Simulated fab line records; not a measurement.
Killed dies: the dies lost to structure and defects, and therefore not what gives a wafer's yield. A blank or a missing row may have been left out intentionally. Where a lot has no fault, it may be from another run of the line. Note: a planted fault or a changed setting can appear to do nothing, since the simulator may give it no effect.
Split-lot trial    flow n5Finfet    route with 1938 steps; 7 lots, 21 wafers read

THE SPLIT
At N5_SD_EPI_N_PEB_07 (peb time 60 s), the setting pebTimeS was moved away from the recipe's 60 s on 7 of the 21 wafers read, by -16.1% to +19.8%. The other wafers ran this setting at the recipe's value.

FROM SPLIT TO READING: 1 step shown by the file between the two
- N5_SD_EPI_N_DEVELOP_08: develop time 30 s

THE READING
At N5_SD_EPI_N_CD_MEAS_09: cdNm in nanometres, against a target cd of 120 nm. A value of 119.9 nm with a standard deviation of 1.1 nm is what fault-free wafers of this fab line usually give.

wafer   tool, chamber at the split  pebTimeS as run, s  against the recipe  cdNm, nm  against lot-mates on the recipe
L076.3  lithoTrack-01, 0            50.37               -16.1%              112.6     -7.1
L076.4  lithoTrack-01, 0            50.37               -16.1%              111.9     -7.8
L076.6  lithoTrack-01, 0            60                  recipe              119.7     -
L078.1  lithoTrack-03, 0            60                  recipe              120.1     -
L078.2  lithoTrack-03, 0            70.65               +17.8%              125.9     +5.8
L078.5  lithoTrack-03, 0            70.65               +17.8%              125.5     +5.4
L079.1  lithoTrack-03, 0            60                  recipe              120.8     -
L079.2  lithoTrack-03, 0            60                  recipe              119.9     -
L079.5  lithoTrack-03, 0            60                  recipe              119.8     -
L081.1  lithoTrack-03, 0            60                  recipe              121.8     -
L081.2  lithoTrack-03, 0            60                  recipe              121.2     -
L081.4  lithoTrack-03, 0            60                  recipe              121.1     -
L082.2  lithoTrack-05, 0            71.86               +19.8%              124.6     no lot-mate on the recipe
L082.3  lithoTrack-05, 0            71.86               +19.8%              124.7     no lot-mate on the recipe
L082.5  lithoTrack-05, 0            71.86               +19.8%              124.6     no lot-mate on the recipe
L084.2  lithoTrack-01, 0            60                  recipe              119.4     -
L084.3  lithoTrack-01, 0            60                  recipe              119.6     -
L084.5  lithoTrack-01, 0            60                  recipe              119.3     -
L095.2  lithoTrack-05, 0            60                  recipe              119.1     -
L095.3  lithoTrack-05, 0            60                  recipe              118.6     -
L095.5  lithoTrack-05, 0            60                  recipe              119.2     -

FIT RESULTS
A straight line over all 21 wafers: cdNm changes by +0.328 nm for each +1% of pebTimeS; r = +0.94; the points scatter about the line by 1.2 nm.
The same after taking each lot's own level away (the mean of its wafers on the recipe; 18 wafers): +0.383 nm for each +1%; r = +0.98; scatter 0.63 nm.
The reading moves by 7.6 nm for the largest change in pebTimeS, on that fit.
The span of the lots' own levels, 118.97 to 121.37 nm, comes to 2.2 times the standard deviation stated above.
Thus the slope moves with the lot-to-lot level: the two fits are different.
Check: with one of the wafers moved furthest among these (+17.8%) left out of the fit, the line predicts +6.87 nm for it against its lot-mates. It came out at +5.8 nm against them.

THE WHOLE CHAIN: every reading that the file lists as answering this split, in the file's order
step                     what it does                                                 reading                                                         change (the file's fit)                r (the file's)
N5_SD_EPI_N_CD_MEAS_09   target cd 120 nm                                             cdNm                                                            +0.382 nm for each +1% of the setting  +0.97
N5_SD_EPI_N_DESCUM_14    chemistry O2, time 7.9 s                                     SD_EPI_N.cdNm (the simulator's own value, which no gauge read)  +0.367 nm for each +1% of the setting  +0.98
N5_SD_EPI_N_ETCH_34      etches SiARC in CF4, target depth 45.5 nm, time 75.8 s       SD_EPI_N.cdNm (the simulator's own value, which no gauge read)  +0.355 nm for each +1% of the setting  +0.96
N5_SD_EPI_N_ETCH_35      etches SOC in N2/H2, overetch 108 nm, time 486 s             SD_EPI_N.cdNm (the simulator's own value, which no gauge read)  +0.507 nm for each +1% of the setting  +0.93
N5_SD_EPI_N_ETCHBACK_44  etches SiNx in CH3F/O2, stops on SiO2, target depth 14.5 nm  SD_EPI_N.cdNm (the simulator's own value, which no gauge read)  +0.501 nm for each +1% of the setting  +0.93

THE FILE'S OWN FIT
cdNm changes by +0.382 nm for each +1% of pebTimeS, r = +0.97.
